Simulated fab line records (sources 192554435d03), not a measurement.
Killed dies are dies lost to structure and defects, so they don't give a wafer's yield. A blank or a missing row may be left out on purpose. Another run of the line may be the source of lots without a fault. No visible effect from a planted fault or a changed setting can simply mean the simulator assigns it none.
Chamber matching || flow n5 finfet || N5_BEOL_M11_CURE_71 on uv cure-01: 3 sister chambers
The step cures SiCOH lowk, time 240 s. 3 wafers are shown with their chamber, then 7 later ones without.

EACH WAFER AND ITS CHAMBER
{"wafer": "L082.6", "chamber": 1, "wafer_temp_C_max": 387.2}
{"wafer": "L086.5", "chamber": 2, "wafer_temp_C_max": 387.5}
{"wafer": "L087.3", "chamber": 0, "wafer_temp_C_max": 386.2}

WAFERS MISSING THEIR CHAMBER
{"wafer": "L087.4", "wafer_temp_C_max": 386.0}
{"wafer": "L091.1", "wafer_temp_C_max": 386.2}
{"wafer": "L091.2", "wafer_temp_C_max": 385.9}
{"wafer": "L091.5", "wafer_temp_C_max": 385.9}
{"wafer": "L090.3", "wafer_temp_C_max": 386.8}
{"wafer": "L090.4", "wafer_temp_C_max": 386.0}
{"wafer": "L090.5", "wafer_temp_C_max": 387.0}

THE CHAMBER EACH PASSED THROUGH
{"wafer": "L087.4", "from the rows above": 0, "in truth": 0}
{"wafer": "L091.1", "from the rows above": 0, "in truth": 0}
{"wafer": "L091.2", "from the rows above": 0, "in truth": 0}
{"wafer": "L091.5", "from the rows above": 0, "in truth": 0}
{"wafer": "L090.3", "from the rows above": "can't be placed: 1 or 0 or 2", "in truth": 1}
{"wafer": "L090.4", "from the rows above": 0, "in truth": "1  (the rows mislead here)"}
{"wafer": "L090.5", "from the rows above": "can't be placed: 1 or 2", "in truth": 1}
4 of 7 placed correctly. Can't be placed from these rows: 2 (the true chamber is among the candidates in 2). Wrongly placed: 1.
How it was worked out, from the rows above alone: a wafer's distance from a chamber is the root of the sum, over the readings, of the square of ((its reading less the chamber's mean) divided by the reading's scatter). The wafer belongs to the nearest chamber; if the next one is less than 2 further off, it can't be placed. For every chamber, the mean is computed from those of its wafers that are shown. The scatter: root of mean squared gap, hidden wafer to nearest shown wafer, with one shown wafer a chamber.
